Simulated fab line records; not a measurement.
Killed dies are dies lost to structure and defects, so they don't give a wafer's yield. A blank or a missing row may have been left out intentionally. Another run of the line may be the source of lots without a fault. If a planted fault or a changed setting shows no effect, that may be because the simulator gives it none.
A struck lot beside a sound one || flow n5-finfet || 14 out of 1938 route steps
Sound: these wafers, L705.2, L705.3, L705.6. The struck wafers were L712.1, L712.2, L712.6. Last of all comes the cause.
For every step that has rows: the tool of each side, followed by ch and its chambers, followed by its first start. Under that, the readings that differ: sound wafers || struck wafers || difference of the means || sigmas: that difference in standard deviations of wafers without a fault.
alike: readings with means less than 2 such deviations apart, plus words and numbers identical on both sides. not compared: withheld readings, readings lacking a value on some wafer, bounds such as >300 that could conceal the same value, and numbers that have no deviation in the record and whose values overlap.
The two part at a step that has a row with sigmas, a row that says differs or no value, or rows on one side only. Numbers that don't overlap but have no deviation are shown without sigmas and don't part them. A reading that every wafer of one side lacks parts them only if that side has two wafers or more.

N5_BEOL_M13_CMP_49: polishes, stops on SiOC, t overpolish 17.1 s, target thk 420 nm.
  sound on cmp-02 ch 0,3, day 12 17:50; struck on cmp-04 ch 0,3, day 14 15:29
  alike: barrier-field-endpoint-s, motor-current-A, overpolish-run-s, slurry-flow-ml-min
N5_BEOL_M13_THK_MEAS_50: measures by xrf.
  sound on film-metro-01, day 12 18:05; struck on film-metro-02, day 14 15:44
  alike: M13_THK
then, 1 step without rows for these wafers: N5_BEOL_M13_PRE_CLEAN_52 (time 15 s).
N5_BEOL_M13_DEP_53: deposits SiCN from 3MS/NH3, target thk 50 nm, time 17.8 s.
  sound on pecvd-01 ch 1,2, day 12 18:09; struck on pecvd-04 ch 0,1,2, day 14 15:47
  alike: showerhead-plenum-p-Torr, throttle-valve-pct
N5_BEOL_M13_RS_MEAS_54: a four-point-probe measurement.
  sound on film-metro-02, day 12 18:13; struck on film-metro-01, day 14 15:52
  alike: M13_RS
N5_BEOL_M13_INSPECT_55: inspects for defects (darkfield).
  sound on defect-inspect-01, day 12 18:14; struck on defect-inspect-01, day 14 15:53
  alike: raw-defect-count
N5_BEOL_M14_ILD_DEP_00: deposits SiO2 from TEOS/O2, target thk 1119.3 nm, time 237.4 s.
  sound on pecvd-04 ch 1,2, day 12 18:17; struck on pecvd-03 ch 1,2, day 14 15:55
  alike: heater-power-w, showerhead-plenum-p-Torr, throttle-valve-pct
N5_BEOL_M14_THK_MEAS_01:
  sound on film-metro-01, day 12 18:28; struck on film-metro-01, day 14 16:07
  alike: M14_ILD_THK
then, 4 steps without rows for these wafers: N5_BEOL_M14_COAT_58 (time 60 s, resist thk 89 nm); N5_BEOL_M14_COAT_04 (resist thk 800 nm); N5_BEOL_M14_EBR_06; N5_BEOL_M14_SOFTBAKE_05 (time 60 s).
N5_BEOL_M14_EXPOSE_07: exposes mask V13.
  sound on krf-scanner-02 ch 0, day 12 18:36; struck on krf-scanner-02, day 14 16:14
  no value came back on the struck wafers for exposure-dose-mJ-cm2, focus-offset-nm (nm), reticle-temp-C (C); on the sound wafers exposure-dose-mJ-cm2 reads 57.6 57.7 57.7
  alike: mask
then, 1 step without rows for these wafers: N5_BEOL_M14_PEB_08 (peb time 90 s).

## WHERE THEY PART
N5_BEOL_M14_EXPOSE_07 only, going by this record.

WHY: the cause the simulator had injected
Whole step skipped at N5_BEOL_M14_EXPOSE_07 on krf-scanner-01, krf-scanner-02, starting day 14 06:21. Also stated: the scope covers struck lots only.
